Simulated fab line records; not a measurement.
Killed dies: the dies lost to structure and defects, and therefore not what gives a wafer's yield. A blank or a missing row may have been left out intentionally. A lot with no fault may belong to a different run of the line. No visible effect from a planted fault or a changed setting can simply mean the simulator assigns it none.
Matching of chambers | flow n5Finfet | 4 sister chambers for N5_BEOL_M3_STRIP_36 on rieDiel-02
The step strips in N2/H2. 18 wafers are shown with their chamber, then 9 later ones without.

EACH WAFER AND ITS CHAMBER
wafer  | chamber | showerheadPlenumPTorr (Torr) | throttleValvePct (%) | drypumpMotorCurrentA (A)
L077.3 | 3       | 2.70                         | 23.60                | 5.0
L077.5 | 2       | 2.52                         | 23.99                | 5.7
L077.6 | 3       | 2.70                         | 23.58                | 5.0
L079.2 | 1       | 2.63                         | 24.03                | 5.6
L079.4 | 2       | 2.52                         | 24.02                | 5.6
L079.6 | 3       | 2.70                         | 23.59                | 5.1
L080.1 | 1       | 2.63                         | 24.02                | 5.6
L080.2 | 3       | 2.70                         | 23.59                | 5.0
L080.6 | 1       | 2.64                         | 24.01                | 5.6
L084.1 | 0       | 2.48                         | 23.24                | 5.8
L084.4 | 3       | 2.70                         | 23.62                | 5.0
L084.6 | 0       | 2.48                         | 23.26                | 5.8
L086.2 | 0       | 2.48                         | 23.25                | 5.8
L086.3 | 1       | 2.63                         | 24.05                | 5.6
L086.4 | 3       | 2.69                         | 23.59                | 5.0
L088.2 | 0       | 2.48                         | 23.27                | 5.8
L088.5 | 3       | 2.69                         | 23.62                | 5.0
L088.6 | 2       | 2.51                         | 24.03                | 5.7

SIGNATURES, as means of the wafers listed above
reading               | chamber 0 | chamber 1 | chamber 2 | chamber 3 | scatter within a chamber
showerheadPlenumPTorr | 2.4800    | 2.6325    | 2.5167    | 2.6971    | 0.00451
throttleValvePct      | 23.2550   | 24.0275   | 24.0133   | 23.5986   | 0.0163
drypumpMotorCurrentA  | 5.800     | 5.600     | 5.667     | 5.014     | 0.033
Rule: for each reading, subtract the chamber's mean from the wafer's reading, divide by that reading's scatter and square the result; add these up over the readings and take the root, which gives the wafer's distance from the chamber. The wafer belongs to the nearest chamber; if the next one is less than 2 further off, it can't be placed. How the scatter is found: for the shown wafers, subtract from each reading the mean of its chamber, square and add these, divide the total by (wafers less chambers), then take the root.

WAFERS WITH NO CHAMBER GIVEN
wafer  | showerheadPlenumPTorr (Torr) | throttleValvePct (%) | drypumpMotorCurrentA (A)
L089.2 | 2.69                         | 23.60                | 5.0
L089.4 | 2.51                         | 24.03                | 5.7
L089.5 | 2.51                         | 24.01                | 5.7
L090.2 | 2.51                         | 24.03                | 5.7
L090.3 | 2.63                         | 24.08                | 5.6
L090.4 | 2.48                         | 23.29                | 5.8
L097.1 | 2.50                         | 24.02                | 5.7
L097.5 | 2.62                         | 24.07                | 5.6
L097.6 | 2.47                         | 23.29                | 5.8

THE CHAMBER EACH PASSED THROUGH
wafer  | from the rows above | in truth
L089.2 | 3                   | 3
L089.4 | 2                   | 2
L089.5 | 2                   | 2
L090.2 | 2                   | 2
L090.3 | 1                   | 1
L090.4 | 0                   | 0
L097.1 | 2                   | 2
L097.5 | 1                   | 1
L097.6 | 0                   | 0
Placed correctly: 9 of 9. Can't be placed from these rows: 0. Placed wrongly: 0.
